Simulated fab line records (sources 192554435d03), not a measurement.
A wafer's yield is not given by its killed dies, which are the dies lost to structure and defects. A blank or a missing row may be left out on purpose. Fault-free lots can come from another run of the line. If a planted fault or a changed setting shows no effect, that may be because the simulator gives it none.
The tool behind it: which one? -- flow n5Finfet -- 7 lots, 19 wafers sampled, at 8 steps of a route of 1938

## WHAT EACH GAUGE READ, for each wafer
N5_BEOL_M7_OCD_MEAS_38.
lot,measured,on,trenchDepthNm (nm)
L100,day 11 14:17,ocd-01,90.4 93.3
L104,day 12 23:05,ocd-02,108.8 93.5 91.0
L108,day 13 07:57,ocd-01,110.7 108.6 93.5
L117,day 15 08:42,ocd-01,92.8 94.3
L118,day 16 02:17,ocd-02,93.5 93.2 93.6
L119,day 16 17:46,ocd-01,94.7 90.5 94.2
L121,day 16 17:45,ocd-02,95.0 91.5 94.2

N5_BEOL_M7_THK_MEAS_53: measures by xrf.
lot,measured,on,M7_THK (nm)
L100,day 11 17:07,filmMetro-02,76.9 79.0
L104,day 13 01:22,filmMetro-02,96.5 79.9 77.0
L108,day 13 11:47,filmMetro-02,95.9 93.7 80.1
L117,day 15 12:40,filmMetro-01,75.7 78.3
L118,day 16 05:34,filmMetro-01,80.0 80.6 79.8
L119,day 17 00:39,filmMetro-02,78.5 74.7 79.2
L121,day 17 00:33,filmMetro-01,80.6 75.0 80.8

N5_BEOL_M7_RS_MEAS_57: measures by four-point-probe.
lot,measured,on,M7_RS (ohm/sq)
L100,day 11 17:15,filmMetro-01,0.296 0.288
L104,day 13 01:29,filmMetro-01,0.229 0.283 0.297
L108,day 13 11:55,filmMetro-01,0.230 0.234 0.283
L117,day 15 12:48,filmMetro-01,0.301 0.291
L118,day 16 05:41,filmMetro-01,0.285 0.282 0.285
L119,day 17 00:49,filmMetro-02,0.288 0.304 0.286
L121,day 17 00:41,filmMetro-01,0.281 0.306 0.281

N5_BEOL_M15_RC_MEAS_101.
lot,measured,on,COMB_M10 (S/m),COMB_M11 (S/m),COMB_M12 (S/m),COMB_M13 (S/m),COMB_M14 (S/m),COMB_M15 (S/m),COMB_M5 (S/m),COMB_M6 (S/m),COMB_M8 (S/m),COMB_M9 (S/m),SERP_M10 (ohm/um),SERP_M11 (ohm/um),SERP_M12 (ohm/um),SERP_M13 (ohm/um),SERP_M13_max_site (ohm/um),SERP_M14 (ohm/um),SERP_M14_max_site (ohm/um),SERP_M5 (ohm/um),SERP_M6 (ohm/um),SERP_M7 (ohm/um),SERP_M7_max_site (ohm/um),SERP_M8 (ohm/um),SERP_M9 (ohm/um)
L100,day 14 08:16,prober-01,1.57e-11 1.31e-11,1.8e-11 1.5e-11,4.5e-12 4.9e-12,4.5e-12 4.6e-12,3.5e-12 5.9e-12,1.9e-12 2.4e-12,2.8e-11 3.5e-11,2.2e-11 2.2e-11,2.4e-11 3.5e-11,1.02e-11 1.09e-11,3.08 3.10,3.14 3.14,0.620 0.617,0.308 0.309,0.311 0.314,0.158 0.150,0.159 0.151,36.3 41.2,14.3 13.9,14.5 14.4,15.5 14.7,12.9 13.0,3.00 3.11
L104,day 15 10:57,prober-01,1.21e-11 1.36e-11 1.58e-11,1.3e-11 1.1e-11 1.5e-11,7.8e-12 7.3e-12 5.1e-12,3.9e-12 3.6e-12 4.6e-12,3.8e-12 2.3e-12 4.2e-12,2.4e-12 3.4e-12 1.7e-12,2.8e-11 3.5e-11 3.4e-11,1.7e-11 2.7e-11 2e-11,2.4e-11 3.1e-11 2.6e-11,1.36e-11 2.05e-11 1.55e-11,3.15 3.04 3.20,3.06 3.07 2.98,0.612 0.616 0.652,0.294 0.299 0.299,0.299 0.301 0.301,0.171 0.168 0.154,0.172 0.169 0.155,38.0 40.5 39.4,14.1 14.1 13.4,11.3 13.9 14.9,12.3 14.7 16.2,14.2 15.0 14.9,2.95 3.00 2.96
L108,day 16 00:43,prober-02,1.17e-11 1.98e-11 1.16e-11,1.5e-11 1.7e-11 1.4e-11,6.1e-12 5.6e-12 7.9e-12,4.4e-12 3.2e-12 3.2e-12,3.8e-12 2.8e-12 2.6e-12,2.2e-12 1.2e-12 2.4e-12,4.1e-11 3.5e-11 4.5e-11,3.1e-11 2.7e-11 3.7e-11,2.6e-11 2.5e-11 2.6e-11,9.9e-12 1.06e-11 1.09e-11,3.01 3.04 3.11,3.09 3.09 3.11,0.644 0.615 0.635,0.303 0.316 0.319,0.304 0.323 0.326,0.162 0.153 0.162,0.163 0.155 0.166,39.4 39.6 41.0,13.4 13.4 13.0,11.9 11.7 14.5,12.6 12.6 15.5,13.7 12.6 13.8,3.12 3.04 3.10
L117,day 18 08:23,prober-02,1.21e-11 1.58e-11,1.2e-11 1.2e-11,5.6e-12 5e-12,3.9e-12 5.2e-12,4.5e-12 2.4e-12,1.8e-12 2.8e-12,4.7e-11 3.9e-11,4e-11 3.3e-11,3.8e-11 2.4e-11,1.37e-11 1.08e-11,3.00 3.04,3.13 3.00,0.630 0.645,0.309 0.316,0.314 0.320,0.155 0.156,0.159 0.157,41.1 42.6,14.2 14.0,14.6 13.8,14.7 14.1,14.2 13.3,3.07 3.23
L118,day 19 05:28,prober-02,1.51e-11 1.94e-11 1.51e-11,1.4e-11 1.4e-11 1.1e-11,4.6e-12 6.3e-12 6e-12,6e-12 4.3e-12 3.2e-12,5.2e-12 4.5e-12 4e-12,2.4e-12 2e-12 2.3e-12,4.7e-11 3.4e-11 3.3e-11,1.7e-11 2e-11 2.2e-11,1.8e-11 1.8e-11 2e-11,1.35e-11 1.01e-11 1.13e-11,2.95 3.08 2.97,3.08 3.08 3.25,0.655 0.644 0.654,0.308 0.305 0.309,0.310 0.311 0.314,0.153 0.149 0.156,0.154 0.151 0.158,40.8 40.4 39.9,13.8 14.5 12.8,14.2 13.6 13.8,14.8 13.8 13.9,14.0 13.9 13.0,3.26 3.12 3.18
L119,day 20 18:40,prober-01,1.92e-11 1.24e-11 1.57e-11,1e-11 1.2e-11 9e-12,5.1e-12 5.1e-12 4.4e-12,3.2e-12 3.1e-12 4.7e-12,3.1e-12 2.4e-12 3e-12,2e-12 3.6e-12 2.8e-12,3.8e-11 3.4e-11 3.8e-11,2e-11 2.3e-11 3e-11,2.2e-11 1.6e-11 1.3e-11,1.44e-11 9.9e-12 1.3e-11,3.02 2.93 3.11,3.12 3.17 3.18,0.599 0.653 0.656,0.294 0.314 0.310,0.296 0.318 0.312,0.154 0.154 0.156,0.156 0.155 0.159,40.2 41.3 39.7,12.7 13.3 12.9,14.0 14.7 13.3,14.4 15.6 13.7,14.5 13.3 12.5,3.05 2.95 3.05
L121,day 20 04:26,prober-01,1.14e-11 9e-12 1.6e-11,1.2e-11 1.7e-11 1.5e-11,7.1e-12 6.8e-12 8.7e-12,3e-12 5.2e-12 4.4e-12,3.7e-12 2.9e-12 3.4e-12,3.1e-12 2.1e-12 3e-12,5e-11 3.4e-11 4.8e-11,3.1e-11 3.1e-11 3.3e-11,2.2e-11 3e-11 3.3e-11,1.23e-11 1.25e-11 1.38e-11,3.11 3.05 2.98,3.23 3.26 3.10,0.646 0.637 0.647,0.309 0.322 0.309,0.312 0.324 0.312,0.157 0.153 0.158,0.160 0.155 0.159,42.7 42.6 40.9,15.7 13.4 15.5,13.6 15.3 13.6,14.6 16.7 13.9,14.2 15.7 14.1,3.10 2.94 3.06

## EACH LOT AND THE TOOL THAT RAN IT (in order: tool; ch and the chambers of the sampled wafers; start)
lot,N5_BEOL_M7_DESCUM_16,N5_BEOL_M7_DESCUM_33,N5_BEOL_M7_TRENCH_ETCH_37,N5_BEOL_M7_PRE_CLEAN_45
L100,"rieDiel-03 ch 2,3, day 11 11:40","rieDiel-03 ch 2,3, day 11 13:51","rieDiel-03 ch 2,3, day 11 14:07","pvdSputter-01, day 11 15:01"
L104,"rieDiel-06 ch 0,1,3, day 12 20:44","rieDiel-03 ch 0,1, day 12 22:39","rieDiel-03 ch 0,1, day 12 22:56","pvdSputter-01, day 13 00:00"
L108,"rieDiel-03 ch 0,3, day 13 04:17","rieDiel-03 ch 0,1,3, day 13 07:31","rieDiel-03 ch 0,1,3, day 13 07:47","pvdSputter-01, day 13 08:37"
L117,"rieDiel-03 ch 1,2, day 15 06:08","rieDiel-06 ch 1, day 15 08:16","rieDiel-06 ch 1, day 15 08:32","pvdSputter-03, day 15 09:36"
L118,"rieDiel-02 ch 0,1,2, day 15 23:22","rieDiel-03 ch 2,3, day 16 01:51","rieDiel-03 ch 2,3, day 16 02:07","pvdSputter-02, day 16 02:59"
L119,"rieDiel-06 ch 1,2, day 16 11:44","rieDiel-03 ch 0,1, day 16 17:19","rieDiel-03 ch 0,1, day 16 17:36","pvdSputter-01, day 16 18:28"
L121,"rieDiel-06 ch 0,1,2, day 16 12:51","rieDiel-02 ch 0,2, day 16 17:19","rieDiel-02 ch 0,2, day 16 17:35","pvdSputter-01, day 16 18:21"
- N5_BEOL_M7_DESCUM_16: chemistry O2, time 7.9 s.
- N5_BEOL_M7_DESCUM_33: chemistry O2, time 7 s.
- N5_BEOL_M7_TRENCH_ETCH_37: etches SiCOH lowk in C4F6/O2, target depth 93.478 nm, time 31.2 s.
- N5_BEOL_M7_PRE_CLEAN_45: time 30 s.

## AS READ BY THE TOOLS THEMSELVES (means over the sampled wafers that have a number; for cases with no such wafer, the mark the record gives instead)
N5_BEOL_M7_DESCUM_16.
lot,tool,drypumpMotorCurrentA (A),oesProductAu (a.u.),rfVppV (V),showerheadPlenumPTorr (Torr),throttleValvePct (%)
L100,rieDiel-03,5.2,0.70,244.3,2.17,20.77
L104,rieDiel-06,5.6,0.79,242.9,2.07,20.41
L108,rieDiel-03,5.6,0.80,243.4,2.13,20.54
L117,rieDiel-03,6.0,0.82,244.1,2.14,20.54
L118,rieDiel-02,5.5,0.75,242.8,2.09,20.39
L119,rieDiel-06,5.5,0.78,242.9,2.04,20.54
L121,rieDiel-06,5.6,0.80,242.2,2.03,20.50

N5_BEOL_M7_DESCUM_33.
lot,tool,drypumpMotorCurrentA (A),oesProductAu (a.u.),rfVppV (V),showerheadPlenumPTorr (Torr),throttleValvePct (%)
L100,rieDiel-03,5.2,0.70,244.1,2.17,20.78
L104,rieDiel-03,6.2,0.81,243.7,2.12,20.51
L108,rieDiel-03,5.8,0.77,243.3,2.13,20.64
L117,rieDiel-06,5.4,0.80,243.4,2.10,20.48
L118,rieDiel-03,5.1,0.76,244.2,2.16,20.65
L119,rieDiel-03,6.3,0.75,242.6,2.11,20.65
L121,rieDiel-02,5.5,0.71,241.8,2.05,20.50

N5_BEOL_M7_TRENCH_ETCH_37.
lot,tool,drypumpMotorCurrentA (A),oes_f_703_au (a.u.),oesProductAu (a.u.),rfVppV (V),runLengthS (s),showerheadPlenumPTorr (Torr),throttleValvePct (%)
L100,rieDiel-03,5.2,0.73,0.71,666,54.4,2.93,21.16
L104,rieDiel-03,6.2,0.78,0.80,680,57.0,2.86,20.87
L108,rieDiel-03,5.8,0.76,0.76,674,58.9,2.88,21.03
L117,rieDiel-06,5.4,0.76,0.79,698,55.1,2.90,21.21
L118,rieDiel-03,5.1,0.80,0.78,665,54.6,2.92,21.08
L119,rieDiel-03,6.3,0.74,0.75,676,54.6,2.83,20.97
L121,rieDiel-02,5.5,0.76,0.72,643,54.2,2.79,20.98

N5_BEOL_M7_PRE_CLEAN_45.
lot,tool,heaterPowerW (W),susceptorTempC (C)
L100,pvdSputter-01,354,249.95
L104,pvdSputter-01,330,250.02
L108,pvdSputter-01,331,250.03
L117,pvdSputter-03,324,249.99
L118,pvdSputter-02,308,250.02
L119,pvdSputter-01,313,249.98
L121,pvdSputter-01,334,250.04

## THE ANSWER, worked out from the rows above alone
Rule: the lots themselves supply what counts as usual. Put in order of their means at a reading, lots are off if they are a third of the lots or fewer, leave a main group of 4 or more, and stand apart from it by a gap of 3 or more times the standard deviation of the main group's means; of several such gaps the widest counts. A main group is skipped when, at the precision printed for the reading in the tables above, its means are all equal. A lot without any number at a reading at which 4 lots or more have one is off too. Where the step has rows for the other lots, those lots are counted as sound. After the gauges, taken in route order, come the tools' own readings; for these a lot's mean is taken, as printed above. At the first step where some lot is off, the reading lying furthest off is the one used; lots without a number count as furthest.
Off, at N5_BEOL_M7_OCD_MEAS_38 on trenchDepthNm: L104, L108. For the main group the mean is 93.1 nm and the standard deviation 0.65.
A tool fits if, at a process step before that reading, it ran every lot that is off, and no sound lot after the first of them. The gauges at N5_BEOL_M7_OCD_MEAS_38 aren't tried: what is off there is off at N5_BEOL_M7_THK_MEAS_53 too, on other tools, and a gauge's error can't cause that. No candidate that was tried fits.

## WHAT HAD BEEN PUT IN BY THE SIMULATOR
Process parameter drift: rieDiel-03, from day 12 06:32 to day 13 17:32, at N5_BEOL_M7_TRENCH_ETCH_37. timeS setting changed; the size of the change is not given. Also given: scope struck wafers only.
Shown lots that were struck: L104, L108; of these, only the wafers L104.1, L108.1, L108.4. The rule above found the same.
